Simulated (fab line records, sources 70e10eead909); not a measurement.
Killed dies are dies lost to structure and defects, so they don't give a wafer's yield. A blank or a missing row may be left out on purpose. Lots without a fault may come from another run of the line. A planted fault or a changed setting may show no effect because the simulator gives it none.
fab line records | flow nand_harc
record lots=14 wafers=42 last_day=34
route steps=1302 shown A_M0@1152 A_M1@1174
lots that met no fault: from a run of the same line without faults
start_h: hours from the record's first day to the start of the lot's first wafer shown | wait_h: hours since the lot's step before | " the same as in the row above | L1.1+2: a row that stands for several wafers | - no value, or no start given | * or withheld: withheld | < > ~ a bound
route shown NAME@n: a module of which the file shows steps, and the number in the route of the first | usual: mean/standard deviation of fault-free wafers | same: alike in all rows | chamber/n: place in a boat | sites: the reading at each site | _std_site: their standard deviation | _edge_site: outer sites' mean less inner sites' | radius_mm: how far each site lies from the wafer's centre | mask NAME#n: copy n | behind: the tool/chamber that last shaped the wafer | hold: why the lot was held/for how many hours/how that ended | device: the transistor (n, p or np) that didn't switch | end of line: the same wafers' tests at the end of the route | a step without rows: its recipe alone | killed: dies lost to structure and defects at the first sort, not the wafer's yield | map: a wafer's dies, x killed, . not, _ none there
set.NAME: the setting as run; set.NAME@STEP: as run at that earlier step | model.NAME: the simulator's own value behind a step, which no gauge read
steps of the route over a sample of lots; a table a step, a row a wafer
services: from which hour (start_h, from the record's first day; less than 0 if before it) a tool's chamber was out of use, for how many hours, and why
## steps
# step NHARC_A_M0_ETCH_15
# recipe target_depth_a=1500 overetch_a=150 time_s=82.5 c4f8_flow_sccm=withheld ar_flow_sccm=400 rf_w=600 bias_w=300 chemistry=C4F8/Ar
# usual oes_product_au=0.952/0.023 rf_vpp_V=440.8/2.5
# columns lot.wafer tool chamber start_h wait_h oes_product_au rf_hours_counter_h rf_vpp_V
L262.4 rie_diel-09 3 - - 0.967 2 439.8
L262.5 " 2 " " 0.963 - 444.1
L262.6 " 3 " " 0.959 - 440.0
L260.2 rie_diel-09 2 - - 0.980 2 442.5
L260.4 " 3 " " 0.959 2 441.1
L260.1 " 1 " " 0.973 2 443.3
L261.3 rie_diel-09 0 - - 0.964 3 441.5
L261.5 " 1 " " 0.940 - 444.1
L261.6 " 2 " " 0.978 - 444.3
L263.2 rie_diel-09 3 - - 0.979 2 440.7
L263.3 " 0 " " 0.969 3 440.1
L263.1 " 2 " " 0.975 2 444.1
L265.2 rie_diel-09 2 - - 0.957 4 443.6
L265.5 " 3 " " 0.947 - 440.1
L265.6 " 0 " " 0.952 - 440.0
L266.4 rie_diel-13 2 - - 0.928 8 437.0
L266.3 " 3 " " 0.927 7 438.4
L266.5 " 2 " " 0.930 - 437.8
L268.1 rie_diel-04 2 - - 0.972 4 436.9
L268.4 " 3 " " 0.963 4 443.0
L268.5 " 0 " " 0.986 - 440.7
L272.2 rie_diel-09 3 - - 0.960 7 439.9
L272.1 " 0 " " 0.964 8 439.4
L272.5 " 2 " " 0.976 - 443.2
L271.2 rie_diel-09 0 - - 0.979 8 439.5
L271.1 " 1 " " 0.961 7 444.6
L271.4 " 2 " " 0.960 7 443.2
L273.4 rie_diel-09 3 - - 0.928 7 441.8
L273.1 " 0 " " 0.924 8 439.7
L273.6 " 3 " " 0.925 - 438.6
L279.3 rie_diel-09 0 - - 0.957 3 441.2
L279.2 " 1 " " 0.952 3 444.5
L279.4 " 2 " " 0.972 3 444.5
L282.2 rie_diel-13 3 - - 0.963 2 437.5
L282.4 " 0 " " 0.968 2 436.4
L282.5 " 2 " " 0.990 - 437.2
L281.3 rie_diel-04 2 - - 0.919 2 436.9
L281.1 " 3 " " 0.919 2 441.9
L281.6 " 2 " " 0.925 - 437.4
L283.1 rie_diel-09 2 - - 0.921 4 443.3
L283.4 " 0 " " 0.921 4 439.6
L283.3 " 1 " " 0.909 4 443.4
# step NHARC_A_M0_DEGAS_28
# recipe temp_c=250 time_s=60
# usual heater_power_w=340/27
# columns lot.wafer tool chamber start_h wait_h heater_power_w
L262.4 pvd_sputter-03 - 538.94 - 340
L262.5 " - " " 339
L262.6 " - " " 350
L260.2 pvd_sputter-03 - 539.57 - 319
L260.1 " - " " 341
L260.4 " - " " 335
L261.3 pvd_sputter-03 - 542.65 - 324
L261.6 " - " " 350
L261.5 " - " " 343
L263.1 pvd_sputter-01 - 549.42 - 298
L263.3 " - " " 365
L263.2 " - " " 368
L265.2 pvd_sputter-01 - 577.91 - 379
L265.6 " - " " 300
L265.5 " - " " 363
L266.4 pvd_sputter-03 - 600.20 - 339
L266.3 " - " " 358
L266.5 " - " " 329
L268.1 pvd_sputter-01 - 625.22 - 315
L268.4 " - " " 373
L268.5 " - " " 275
L272.1 pvd_sputter-03 - 642.52 - 347
L272.2 " - " " 359
L272.5 " - " " 340
L271.2 pvd_sputter-03 - 647.10 - 348
L271.1 " - " " 348
L271.4 " - " " 340
L273.1 pvd_sputter-01 - 647.77 - 277
L273.4 " - " " 365
L273.6 " - " " 319
L279.2 pvd_sputter-02 - 738.71 - 313
L279.3 " - " " 383
L279.4 " - " " 373
L282.4 pvd_sputter-01 - 741.94 - 282
L282.2 " - " " 379
L282.5 " - " " 266
L281.3 pvd_sputter-03 - 743.99 - 346
L281.1 " - " " 362
L281.6 " - " " 350
L283.4 pvd_sputter-02 - 766.87 - 378
L283.3 " - " " 316
L283.1 " - " " 355
# step NHARC_A_M0_PVD_21
# recipe target_thk_a=300 chamber_pressure_pa=5 power_w=5000 substrate_temp_c=30 time_s=20.49 material=Cu
# usual throttle_valve_pct=30.2/1
# columns lot.wafer tool chamber start_h wait_h throttle_valve_pct
L262.4 pvd_sputter-03 - - - 29.0
L262.6 " - " " 28.9
L262.5 " - " " 29.6
L260.1 pvd_sputter-03 - - - 28.8
L260.4 " - " " 30.1
L260.2 " - " " 28.4
L261.3 pvd_sputter-03 - - - 28.6
L261.6 " - " " 28.7
L261.5 " - " " 30.1
L263.2 pvd_sputter-01 - - - 31.9
L263.3 " - " " 30.9
L263.1 " - " " 31.1
L265.2 pvd_sputter-01 - - - 31.3
L265.6 " - " " 30.8
L265.5 " - " " 31.1
L266.3 pvd_sputter-03 - - - 30.0
L266.4 " - " " 28.7
L266.5 " - " " 29.9
L268.4 pvd_sputter-01 - - - 32.5
L268.1 " - " " 29.8
L268.5 " - " " 29.7
L272.1 pvd_sputter-03 - - - 30.0
L272.2 " - " " 28.3
L272.5 " - " " 30.0
L271.2 pvd_sputter-03 - - - 30.1
L271.4 " - " " 28.4
L271.1 " - " " 28.8
L273.1 pvd_sputter-03 - 648.02 - 29.8
L273.4 " - " " 29.7
L273.6 " - " " 30.0
L279.4 pvd_sputter-02 - - - 31.5
L279.2 " - " " 29.5
L279.3 " - " " 31.9
L282.4 pvd_sputter-01 - - - 31.1
L282.2 " - " " 30.0
L282.5 " - " " 29.9
L281.3 pvd_sputter-03 - - - 28.5
L281.1 " - " " 29.2
L281.6 " - " " 28.9
L283.4 pvd_sputter-02 - - - 31.8
L283.3 " - " " 30.4
L283.1 " - " " 31.3
# step NHARC_A_M1_SOFTBAKE_04
# recipe temp_c=105 time_s=55
# usual heater_power_total_W=188.45/0.12
# columns lot.wafer tool chamber start_h wait_h heater_power_total_W
L262.4 litho_track-04 0 541 - 188.57
L262.5 " 0 " " 188.39
L262.6 " 0 " " 188.25
L260.1 litho_track-06 0 542 - 188.27
L260.2 " 0 " " 188.34
L260.4 " 0 " " 188.66
L261.3 litho_track-01 0 545 - 188.31
L261.5 " 0 " " 188.43
L261.6 " 0 " " 188.62
L263.1 litho_track-06 0 551 - 188.33
L263.2 " 0 " " 188.69
L263.3 " 0 " " 188.44
L265.2 litho_track-01 0 580 - 188.32
L265.5 " 0 " " 188.46
L265.6 " 0 " " 188.49
L266.3 litho_track-04 0 602 - 188.32
L266.4 " 0 " " 188.50
L266.5 " 0 " " 188.50
L268.1 litho_track-04 0 627 - 188.64
L268.4 " 0 " " 188.48
L268.5 " 0 " " 188.26
L272.1 litho_track-04 0 645 - 203.77
L272.2 " 0 " " 203.65
L272.5 " 0 " " 203.64
L271.1 litho_track-06 0 649 - 188.43
L271.2 " 0 " " 188.29
L271.4 " 0 " " 188.32
L273.1 litho_track-04 0 650 - 203.88
L273.4 " 0 " " 204.05
L273.6 " 0 " " 203.59
L279.2 litho_track-04 0 741 - 188.48
L279.3 " 0 " " 188.60
L279.4 " 0 " " 188.28
L282.2 litho_track-06 0 744 - 188.44
L282.4 " 0 " " 188.36
L282.5 " 0 " " 188.31
L281.1 litho_track-04 0 746 - 188.38
L281.3 " 0 " " 188.47
L281.6 " 0 " " 188.45
L283.1 litho_track-01 0 769 - 188.52
L283.3 " 0 " " 188.29
L283.4 " 0 " " 188.44
## services
# columns tool chamber start_h hours kind
rie_diel-13 - 519.00 9.0 pm
pvd_sputter-03 - 523.20 2.8 repair
pvd_sputter-03 - 526.00 10.0 pm
litho_track-06 - 529.00 7.0 pm
rie_diel-09 0 530.60 - clean
rie_diel-04 - 531.90 9.0 pm
rie_diel-09 3 544.75 3.4 repair
rie_diel-13 0 552.00 15.9 repair
litho_track-04 - 553.00 7.0 pm
rie_diel-09 1 570.75 21.0 repair
pvd_sputter-01 - 582.04 10.0 pm
rie_diel-09 - 625.80 0.3 repair
pvd_sputter-02 - 638.20 10.0 pm
rie_diel-09 3 657.87 2.5 repair
rie_diel-09 - 674.10 9.0 pm
litho_track-01 - 680.00 7.0 pm
pvd_sputter-01 - 684.99 8.9 repair
rie_diel-04 - 688.02 0.9 repair
rie_diel-13 - 696.00 9.0 pm
litho_track-06 - 704.00 7.0 pm
pvd_sputter-03 - 704.00 10.0 pm
rie_diel-04 - 708.90 9.0 pm
litho_track-04 - 728.00 7.0 pm
pvd_sputter-01 - 760.04 10.0 pm
## key
first_sign step=NHARC_A_M1_SOFTBAKE_04 reading=heater_power_total_W direction=up sigmas=99+ usual=* struck=*
effect none on later readings
met_at NHARC_A_M1_SOFTBAKE_04
struck_lots L272,L273
not_acting_at NHARC_A_M0_ETCH_15,NHARC_A_M0_DEGAS_28,NHARC_A_M0_PVD_21
onset_between 627 645
fault kind=process_parameter_drift tool=litho_track-04 chamber=- onset_h=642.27 steps=NHARC_A_M1_SOFTBAKE_04 channel=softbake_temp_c offset=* shape=step end_h=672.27 acts_in=* stated=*
